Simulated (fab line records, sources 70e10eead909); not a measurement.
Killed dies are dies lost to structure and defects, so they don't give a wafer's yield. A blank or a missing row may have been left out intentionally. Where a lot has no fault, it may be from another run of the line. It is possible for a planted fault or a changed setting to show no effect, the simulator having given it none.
Struck lot and sound lot, side by side + flow nand harc + 14 out of 1302 route steps
Sound: these wafers, L150.1, L150.2, L150.3. Wafers struck: L147.1, L147.4, L147.6. The cause comes at the end.
For every step that has rows: the tool of each side, followed by ch and its chambers, followed by its first start. Under that, the readings that differ: sound wafers + struck wafers + difference of the means + sigmas: that difference in standard deviations of wafers without a fault.
alike: readings with means less than 2 such deviations apart, plus words and numbers identical on both sides. not compared: withheld readings, readings lacking a value on some wafer, bounds such as >300 that could conceal the same value, and numbers that have no deviation in the record and whose values overlap.
A row with sigmas, a row that says differs or no value, or rows on one side alone: a step with any of these is where the two part. When numbers do not overlap yet have no deviation, they are printed without sigmas and do not part them. A reading that every wafer of one side lacks parts them only if that side has two wafers or more.

NHARC_A_BONDPAD_CD_MEAS_09: the cd target is 500 nm.
  sound on cd sem-01 ch 0, day 29 04:26; struck on cd sem-03 ch 0, day 29 00:46
  alike: cd nm
NHARC_A_BONDPAD_OVL_MEAS_35:
  sound on overlay-02, day 29 04:32; struck on overlay-02, day 29 00:52
| reading           | sound    | struck | difference | sigmas |
|-------------------|----------|--------|------------|--------|
| overlay x nm (nm) | 10 10 10 | 1 1 1  | -9         | -2     |
  alike: overlay y nm
then, 1 step without rows for these wafers: NHARC_A_BONDPAD_HARDBAKE_10 (time 65 s).
NHARC_A_BONDPAD_DESCUM_11: chemistry O2, time 3 s.
  sound on rie diel-04 ch 0,2,3, day 29 04:40; struck on rie diel-11 ch 0,1,2, day 29 01:00
  alike: drypump motor current A, oes product au, rf vpp V, showerhead plenum p Torr, throttle valve pct
  not compared: rf hours counter h
NHARC_A_BONDPAD_ETCH_34: etches the open film in N2/H2, target depth 60 nm, overetch 18 nm, time 65.91 s.
  sound on rie diel-04 ch 0,1,2, day 29 04:45; struck on rie diel-11 ch 0,1,3, day 29 01:05
  alike: drypump motor current A, oes product au, rf vpp V, showerhead plenum p Torr, throttle valve pct
  not compared: rf hours counter h
NHARC_A_BONDPAD_ETCH_12: etches the open film in CHF3/O2, target depth 220 nm, time 110 s.
  sound: rie diel-04 ch 0,1,3; struck: rie diel-11 ch 0,2,3
  alike: drypump motor current A, oes product au, rf vpp V, showerhead plenum p Torr, throttle valve pct
  not compared: rf hours counter h
NHARC_A_BONDPAD_CD_MEAS_13:
  sound on cd sem-01, day 29 04:59; struck on cd sem-03, day 29 01:18
  alike: cd nm
then, 4 steps without rows for these wafers: NHARC_A_BONDPAD_STRIP_15 (strips in O2); NHARC_A_BONDPAD_ETCH_24 (etches the open film in CF4/N2, target depth 30 nm, time 72.99 s); NHARC_A_BONDPAD_STRIP_16 (strips in post etch residue remover, time 600 s); NHARC_A_BONDPAD_DEGAS_25 (time 60 s).
NHARC_A_BONDPAD_PRE_CLEAN_26: time 30 s.
  sound on pvd sputter-02; struck on pvd sputter-03
  alike: heater power w, susceptor temp C
NHARC_A_BONDPAD_PVD_17: deposits TaN, target thk 5 nm, time 8.06 s.
  sound on pvd sputter-02, day 29 05:43; struck on pvd sputter-03, day 29 02:02
  no value came back on the struck wafers for bias v (V), cathode dc power W (W), throttle valve pct (%); on the sound wafers bias v (V) reads 168.0 169.5 169.9
NHARC_A_BONDPAD_PVD_27: deposits Cu, target thk 30 nm, time 20.49 s.
  sound on pvd sputter-02; struck on pvd sputter-03
  alike: cathode dc power W, chamber pressure pa, throttle valve pct

WHERE THEY PART
Earliest at NHARC_A_BONDPAD_OVL_MEAS_35; latest, in this record, at NHARC_A_BONDPAD_PVD_17. Later steps at which nothing parts them and some readings are alike: NHARC_A_BONDPAD_PVD_27.

WHY: the cause the simulator had injected
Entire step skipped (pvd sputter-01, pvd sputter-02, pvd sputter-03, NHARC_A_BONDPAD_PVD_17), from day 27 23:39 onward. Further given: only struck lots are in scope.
